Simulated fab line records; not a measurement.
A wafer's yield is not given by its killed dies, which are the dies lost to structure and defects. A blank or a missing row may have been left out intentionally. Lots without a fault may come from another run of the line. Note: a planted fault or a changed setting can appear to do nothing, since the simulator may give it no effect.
Lot-split experiment ; flow n5_finfet ; on a route of 1938 steps: 7 lots, 21 wafers read

== THE SPLIT ITSELF ==
At N5_PASSIVATION_ETCH_54 (etches SiO2 in CHF3/O2, target depth 880 nm, time 440 s), the setting bias_w was moved away from the recipe's 170 W on 5 of the 21 wafers read, by -12.1% to +14.3%. For the rest of the wafers, this setting stayed at what the recipe calls for.

The split's own step is where the reading is taken.

== THE READING ==
rf_vpp_V, in V, at N5_PASSIVATION_ETCH_54 (etches SiO2 in CHF3/O2, target depth 880 nm, time 440 s). A value of 520 V with a standard deviation of 7.8 V is what fault-free wafers of this fab line usually give.

wafer;tool, chamber at the split;bias_w as run, W;against the recipe;rf_vpp_V, V;against lot-mates on the recipe
L077.1;rie_diel-06, 0;170;recipe;517;-
L077.2;rie_diel-06, 3;170;recipe;521;-
L077.3;rie_diel-06, 1;194.1;+14.2%;577;+58
L081.1;rie_diel-02, 3;170;recipe;516;-
L081.4;rie_diel-02, 2;194.3;+14.3%;575;+59
L081.5;rie_diel-02, 0;194.3;+14.3%;585;+69
L084.4;rie_diel-02, 2;170;recipe;516;-
L084.5;rie_diel-02, 2;170;recipe;517;-
L084.6;rie_diel-02, 1;170;recipe;498;-
L086.1;rie_diel-04, 1;170;recipe;526;-
L086.3;rie_diel-04, 2;188.1;+10.6%;566;+42
L086.5;rie_diel-04, 0;170;recipe;522;-
L088.4;rie_diel-02, 1;170;recipe;499;-
L088.5;rie_diel-02, 0;170;recipe;525;-
L088.6;rie_diel-02, 3;170;recipe;517;-
L091.1;rie_diel-02, 0;170;recipe;525;-
L091.2;rie_diel-02, 3;170;recipe;518;-
L091.5;rie_diel-02, 1;170;recipe;501;-
L094.1;rie_diel-06, 1;149.5;-12.1%;470;-50
L094.3;rie_diel-06, 0;170;recipe;516;-
L094.5;rie_diel-06, 2;170;recipe;524;-

FIT RESULTS
A straight line over all 21 wafers: rf_vpp_V changes by +4.32 V for each +1% of bias_w; r = +0.96; the points scatter about the line by 8.4 V.
The same after taking each lot's own level away (the mean of its wafers on the recipe; 21 wafers): +4.26 V for each +1%; r = +0.97; scatter 7.3 V.
The reading moves by 61 V for the largest change in bias_w, on that fit.
From 510.3 to 524.0 V: that is the span of the lots' own levels, equal to 1.8 times the standard deviation above.
The two slopes are in agreement: the lot-to-lot level therefore moves the slope only a little.
Check: with one of the wafers moved furthest among these (+14.3%) left out of the fit, the line predicts +61.6 V for it against its lot-mates. It came out at +59 V against them.
Tool readings at the split's step, against how far the setting was moved: rf_vpp_V r = +0.96.

== THE FILE'S OWN FIT ==
rf_vpp_V changes by +4.19 V for each +1% of bias_w, r = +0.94.
